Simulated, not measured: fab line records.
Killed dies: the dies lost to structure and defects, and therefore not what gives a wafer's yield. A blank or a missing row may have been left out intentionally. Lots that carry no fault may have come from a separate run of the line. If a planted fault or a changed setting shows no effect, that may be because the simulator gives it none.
Split-lot study -- flow n5_finfet -- 39 wafers read from 7 lots, route of 1938 steps

## ON THE SPLIT
At N5_BEOL_M6_PECVD_70 (deposits SiO2 from TEOS/O2, target thk 20 nm, time 22.7 s), the setting time_s was moved away from the recipe's 22.7 s on 12 of the 39 wafers read, by -43.7% to +48.1%. All remaining wafers had this setting at the recipe value.

## FROM THE SPLIT TO THE READING: what the file shows between them, 3 steps
- N5_BEOL_M6_HM_DEP_02: deposits TiN, target thk 20 nm
- N5_BEOL_M6_COAT_59: time 60 s, resist thk 100 nm
- N5_BEOL_M6_STRIP_80: strips in N2/H2, time 10 s

## THE READING
SiO2_of_BEOL_M6_PECVD_70.thk_nm (the simulator's own value, which no gauge read), in nm, at N5_BEOL_M6_HM_STRIP_39 (strips TiN in peroxide tin strip, target depth 25 nm, time 158 s). No usual value for it is given in the file. Here, 27 wafers ran the recipe; their average is 19.9 nm with a standard deviation of 0.31 nm.

wafer,"tool, chamber at the split","time_s as run, s",against the recipe,"SiO2_of_BEOL_M6_PECVD_70.thk_nm, nm",against lot-mates on the recipe
L074.1,"pecvd-03, 1",32.73,+44.2%,27.6,+7.9
L074.2,"pecvd-03, 2",22.7,recipe,19.8,-
L074.6,"pecvd-03, 0",22.7,recipe,19.8,-
L074.3,"pecvd-03, 0",22.7,recipe,19.4,-
L074.4,"pecvd-03, 2,1",32.73,+44.2%,28.6,+8.9
L074.5,"pecvd-03, 2,1",32.73,+44.2%,28.6,+8.9
L080.1,"pecvd-04, 1,2,0",22.7,recipe,19.6,-
L080.4,"pecvd-04, 0,2",22.7,recipe,19.6,-
L080.5,"pecvd-04, 0,2",22.7,recipe,19.6,-
L080.2,"pecvd-04, 1,2,0",22.7,recipe,19.4,-
L080.3,"pecvd-04, 1,2,0",22.7,recipe,19.4,-
L080.6,"pecvd-04, 1",22.7,recipe,20,-
L084.1,"pecvd-02, 1",26.36,+16.1%,23,+2.8
L084.2,"pecvd-02, 0",22.7,recipe,20,-
L084.3,"pecvd-02, 2",22.7,recipe,20.4,-
L084.4,"pecvd-02, 2,1",26.36,+16.1%,23.4,+3.2
L084.5,"pecvd-02, 2,1",26.36,+16.1%,23.4,+3.2
L084.6,"pecvd-02, 0",22.7,recipe,20.2,-
L085.1,"pecvd-03, 0",12.79,-43.7%,10.8,-8.8
L085.2,"pecvd-03, 2",22.7,recipe,19.4,-
L085.3,"pecvd-03, 1",12.79,-43.7%,11.2,-8.4
L085.6,"pecvd-03, 0",12.79,-43.7%,11.2,-8.4
L085.4,"pecvd-03, 1",22.7,recipe,19.6,-
L085.5,"pecvd-03, 2",22.7,recipe,19.8,-
L086.1,"pecvd-02, 2",22.7,recipe,20,-
L086.2,"pecvd-02, 0",22.7,recipe,20,-
L086.4,"pecvd-02, 2",22.7,recipe,20,-
L086.3,"pecvd-02, 0,2",22.7,recipe,20.4,-
L086.6,"pecvd-02, 0,2",22.7,recipe,20.4,-
L086.5,"pecvd-02, 0",22.7,recipe,20.2,-
L088.1,"pecvd-03, 1",33.61,+48.1%,29,+8.9
L088.2,"pecvd-03, 0,2",22.7,recipe,20.2,-
L088.3,"pecvd-03, 0,2",22.7,recipe,20.2,-
L088.4,"pecvd-03, 1",22.7,recipe,20,-
L088.5,"pecvd-03, 0,2",33.61,+48.1%,29.8,+9.7
L088.6,"pecvd-03, 0,2",33.61,+48.1%,29.8,+9.7
L097.1,"pecvd-02, 1,2",22.7,recipe,19.8,-
L097.2,"pecvd-02, 1,2",22.7,recipe,19.8,-
L097.3,"pecvd-02, 0",22.7,recipe,19.6,-
When a row names more than one chamber, that row covers several wafers, and the file does not tell which wafer ran in which chamber.

THE FIT
A straight line over all 39 wafers: SiO2_of_BEOL_M6_PECVD_70.thk_nm changes by +0.198 nm for each +1% of time_s; r = +1.00; the points scatter about the line by 0.35 nm.
The same after taking each lot's own level away (the mean of its wafers on the recipe; 39 wafers): +0.195 nm for each +1%; r = +1.00; scatter 0.24 nm.
Per that fit: largest time_s move, reading shift of 9.4 nm.
Across the lots, their own levels run from 19.60 to 20.20 nm, a range of 1.9 times the standard deviation given above.
The two slopes agree, so the slope changes little with the lot-to-lot level.
Check: +9.44 nm against its lot-mates is what the line predicts for one of the wafers moved furthest among these (+48.1%) when that wafer is left out of the fit. Against them it came out at +8.87 nm.

## THE OTHER SPLITS THESE WAFERS WENT THROUGH
Before the reading, these wafers also passed through other splits. Each is held against what the fit with the lots' levels taken away leaves over:
other split on the same wafers,wafers away from the commonest value,r with SiO2_of_BEOL_M6_PECVD_70.thk_nm (lot level and that fit taken away)
N5_MOL_CONTACT_COAG_VIA_ETCH_46 target_depth_a,9,-0.05
N5_BEOL_M1_ILD_DEP_00 target_thk_a,18,+0.05

## THE WHOLE CHAIN: every reading that the file lists as answering this split, in the file's order
step,what it does,reading,change (the file's fit),r (the file's)
N5_BEOL_M6_PECVD_70,"deposits SiO2 from TEOS/O2, target thk 20 nm, time 22.7 s","SiO2_of_BEOL_M6_PECVD_70.thk_nm (the simulator's own value, which no gauge read)",+0.194 nm for each +1% of the setting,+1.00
N5_BEOL_M6_HM_STRIP_39,"strips TiN in peroxide tin strip, target depth 25 nm, time 158 s","SiO2_of_BEOL_M6_PECVD_70.thk_nm (the simulator's own value, which no gauge read)",+0.195 nm for each +1% of the setting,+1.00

## FILE'S OWN FIT
SiO2_of_BEOL_M6_PECVD_70.thk_nm changes by +0.195 nm for each +1% of time_s, r = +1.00.
